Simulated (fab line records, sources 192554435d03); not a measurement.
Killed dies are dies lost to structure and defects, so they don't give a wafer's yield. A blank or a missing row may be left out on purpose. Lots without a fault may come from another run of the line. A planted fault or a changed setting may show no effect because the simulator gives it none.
Split-lot experiment | flow n5_finfet | 7 lots, 21 wafers read, on a route of 1938 steps

THE SPLIT
At N5_BEOL_M12_ILD_DEP_00 (deposits SiOC from DEMS/O2, target thk 658.92 nm, time 130.7 s), the setting time_s was moved away from the recipe's 130.7 s on 10 of the 21 wafers read, by -12.0% to +11.6%. The other wafers ran this setting at the recipe's value.

The file shows no step between the split and the reading.

THE READING
M12_ILD_THK, in nm, at N5_BEOL_M12_THK_MEAS_01. Fault-free wafers of this fab line usually give 656 nm, standard deviation 11 nm.

wafer  | tool, chamber at the split | time_s as run, s | against the recipe | M12_ILD_THK, nm | against lot-mates on the recipe
L076.2 | pecvd-03, 0                | 130.7            | recipe             | 652             | -
L076.4 | pecvd-03, 0                | 145.8            | +11.6%             | 734             | +73
L076.6 | pecvd-03, 2                | 130.7            | recipe             | 670             | -
L075.1 | pecvd-01, 2                | 115              | -12.0%             | 576             | -68
L075.3 | pecvd-01, 0                | 130.7            | recipe             | 644             | -
L075.6 | pecvd-01, 0                | 115              | -12.0%             | 567             | -77
L084.2 | pecvd-03, 0                | 118.5            | -9.3%              | 604             | -76
L084.5 | pecvd-03, 2                | 130.7            | recipe             | 680             | -
L084.6 | pecvd-03, 1                | 118.5            | -9.3%              | 620             | -60
L085.2 | pecvd-01, 1                | 130.7            | recipe             | 642             | -
L085.4 | pecvd-01, 1                | 117.7            | -9.9%              | 589             | -53
L085.6 | pecvd-01, 0                | 117.7            | -9.9%              | 588             | -54
L089.3 | pecvd-03, 0                | 130.7            | recipe             | 639             | -
L089.5 | pecvd-03, 2                | 130.7            | recipe             | 671             | -
L089.6 | pecvd-03, 1                | 130.7            | recipe             | 655             | -
L091.2 | pecvd-01, 0                | 124.9            | -4.4%              | 607             | -41
L091.4 | pecvd-01, 0                | 124.9            | -4.4%              | 627             | -21
L091.6 | pecvd-01, 1                | 130.7            | recipe             | 648             | -
L097.1 | pecvd-03, 2                | 130.7            | recipe             | 662             | -
L097.3 | pecvd-03, 1                | 130.7            | recipe             | 664             | -
L097.5 | pecvd-03, 2                | 137.9            | +5.5%              | 715             | +52

THE FIT
A straight line over all 21 wafers: M12_ILD_THK changes by +6.82 nm for each +1% of time_s; r = +0.95; the points scatter about the line by 13 nm.
The same after taking each lot's own level away (the mean of its wafers on the recipe; 21 wafers): +6.42 nm for each +1%; r = +0.97; scatter 9.4 nm.
On that fit, the largest move of time_s shifts the reading by 77 nm.
The lots' own levels span 642.0 to 680.0 nm, that is 3.5 times the standard deviation above.
So the lot-to-lot level changes the slope little: the two slopes agree.
Check: with one of the wafers moved furthest among these (-12.0%) left out of the fit, the line predicts -77.6 nm for it against its lot-mates. It came out at -68 nm against them.

OTHER SPLITS ON THESE WAFERS
These wafers also went through other splits before the reading. Each is held against what the fit with the lots' levels taken away leaves over:
other split on the same wafers   | wafers away from the commonest value | r with M12_ILD_THK (lot level and that fit taken away)
N5_BEOL_M4_EXPOSE_25 dose_mj     | 8                                    | -0.04
N5_BEOL_M7_ETCH_66 bias_w        | 8                                    | -0.10
N5_BEOL_M8_ETCH_62 bias_w        | 3                                    | +0.14
N5_BEOL_M9_EXPOSE_25 dose_mj     | 6                                    | -0.37
N5_BEOL_M9_ETCH_66 bias_w        | 4                                    | -0.22
N5_BEOL_M10_ETCH_62 time_s       | 8                                    | -0.25
N5_BEOL_M10_VIA_ETCH_34 source_w | 5                                    | +0.05
N5_BEOL_M10_ETCH_41 source_w     | 6                                    | +0.14

THE WHOLE CHAIN: every reading that the file lists as answering this split, in the file's order
step                    | what it does                                                   | reading                                                                             | change (the file's fit)              | r (the file's)
N5_BEOL_M12_ILD_DEP_00  | deposits SiOC from DEMS/O2, target thk 658.92 nm, time 130.7 s | SiOC_of_BEOL_M12_ILD_DEP_00.thk_nm (the simulator's own value, which no gauge read) | +6.41 nm for each +1% of the setting | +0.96
N5_BEOL_M12_THK_MEAS_01 |                                                                | M12_ILD_THK                                                                         | +6.42 for each +1% of the setting    | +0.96
N5_BEOL_M12_VIA_ETCH_16 | etches SiOC in C4F8/O2/Ar, target depth 724.8 nm               | etch.depth_nm (the simulator's own value, which no gauge read)                      | +6.4 nm for each +1% of the setting  | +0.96
N5_BEOL_M12_VIA_ETCH_16 | etches SiOC in C4F8/O2/Ar, target depth 724.8 nm               | coat_of_BEOL_M12_COAT_04.thk_nm (the simulator's own value, which no gauge read)    | -1.8 nm for each +1% of the setting  | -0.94
N5_BEOL_M12_STRIP_63    | strips in N2/H2                                                | strip_time_to_endpoint_s                                                            | withheld for each +1% of the setting | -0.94

THE FILE'S OWN FIT
M12_ILD_THK changes by +6.42 nm for each +1% of time_s, r = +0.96.
